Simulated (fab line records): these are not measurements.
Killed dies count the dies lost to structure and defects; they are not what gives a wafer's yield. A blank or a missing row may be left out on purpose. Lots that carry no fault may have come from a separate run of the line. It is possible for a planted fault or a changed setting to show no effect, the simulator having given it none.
A struck lot beside a sound one / flow n5 finfet / 22 out of 1938 route steps
Sound: the wafers L617.1, L617.5, L617.6. Struck: wafers L615.2, L615.3, L615.5. The cause is given at the end.
Each step with rows lists, per side, the tool, then ch with its chambers, then its first start. Under that, the readings that differ: sound wafers / struck wafers / difference of the means / sigmas: that difference in standard deviations of wafers without a fault.
alike: words and numbers the same on both sides, and readings whose means are apart by under 2 such deviations; not compared: readings that were withheld, readings missing a value for some wafer, numbers with overlapping values and no deviation given by the record, and bounds like >300 which may hide the same value.
The two part at a step that has a row with sigmas, a row that says differs or no value, or rows on one side only. Numbers that have no deviation but don't overlap get no sigmas and don't part them. A reading that every wafer of one side lacks parts them only if that side has two wafers or more.

first, 8 steps without rows for these wafers: N5_BEOL_M11_DEVELOP_10 (develop time 30 s); N5_BEOL_M11_DESCUM_16 (chemistry O2, time 7.9 s); N5_BEOL_M11_ETCH_61 (etches SiARC in CF4, target depth 39 nm, time 65 s); N5_BEOL_M11_ETCH_62 (etches SOC in N2/H2, target depth 110 nm, overetch 22 nm, time 165 s); N5_BEOL_M11_STRIP_68 (strips in N2/H2); N5_BEOL_M11_STRIP_67 (strips in CF4); N5_BEOL_M11_HM_OPEN_17 (chemistry Cl2/BCl3, target TiN, target depth 20 nm, overetch 6 nm); N5_BEOL_M11_STRIP_19 (strips in O2).
N5_BEOL_M11_COAT_63: time 60 s, resist thk 100 nm.
  sound on litho track-04 ch 0, day 16 07:02; struck on litho track-01 ch 0, day 15 10:14
reading=spin speed rpm (rpm); sound=1499.7 1500.6 1499.5; struck=1565.0 1565.7 1563.7; difference=+64.9; sigmas=+65
reading=model.SOC_of_BEOL_M11_COAT_63.thk nm (nm); sound=99.6 99.8 100; struck=98.2 98.4 98.2; difference=-1.5; sigmas=
  alike: dispense pressure kPa
then, 9 steps without rows for these wafers: N5_BEOL_M11_COAT_64 (time 60 s, resist thk 30 nm); N5_BEOL_M11_COAT_22 (resist thk 90 nm); N5_BEOL_M11_EBR_24; N5_BEOL_M11_SOFTBAKE_23 (time 60 s); N5_BEOL_M11_EXPOSE_25 (exposes mask V10); N5_BEOL_M11_PEB_26 (peb time 60 s); N5_BEOL_M11_DEVELOP_27 (develop time 30 s); N5_BEOL_M11_DESCUM_33 (chemistry O2, time 7.9 s); N5_BEOL_M11_ETCH_65 (etches SiARC in CF4, target depth 39 nm, time 65 s).
N5_BEOL_M11_ETCH_66: etches SOC in N2/H2, target depth 120 nm, overetch 24 nm, time 180 s.
  sound on rie diel-03 ch 2,3, day 16 07:32; struck on rie diel-04 ch 0,2, day 15 10:56
reading=model.etch.depth nm (nm); sound=99.66 99.74 99.99; struck=98.26 98.5 98.15; difference=-1.49; sigmas=
  alike: drypump motor current A, n2 flow sccm, oes product au, rf vpp V, showerhead plenum p Torr, throttle valve pct
  not compared: rf hours counter h
then, 1 step without rows for these wafers: N5_BEOL_M11_STRIP_69 (strips in N2/H2).
N5_BEOL_M11_VIA_ETCH_34: etches SiCOH lowk in C4F6/O2, target depth 184.5 nm, time 69.2 s.
  sound on rie diel-03 ch 2,3, day 16 07:40; struck on rie diel-04 ch 0,2, day 15 11:04
reading=model.SOC_of_BEOL_M11_COAT_63.thk nm (nm); sound=91.8 91.8 91.8; struck=90.4 90.4 90.2; difference=-1.5; sigmas=
  alike: O2_flow_sccm, drypump motor current A, mfc ar sccm, oes product au, rf vpp V, showerhead plenum p Torr, throttle valve pct
  not compared: rf hours counter h
then, 1 step without rows for these wafers: N5_BEOL_M11_STRIP_73 (strips in C4F6/O2).

WHERE THEY PART
Within this record, at N5_BEOL_M11_COAT_63 only. Later steps at which nothing parts them and some readings are alike: N5_BEOL_M11_ETCH_66, N5_BEOL_M11_VIA_ETCH_34.

WHY: the cause the simulator had injected
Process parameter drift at N5_BEOL_M11_COAT_63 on litho track-01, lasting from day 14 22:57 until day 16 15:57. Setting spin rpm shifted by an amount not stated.
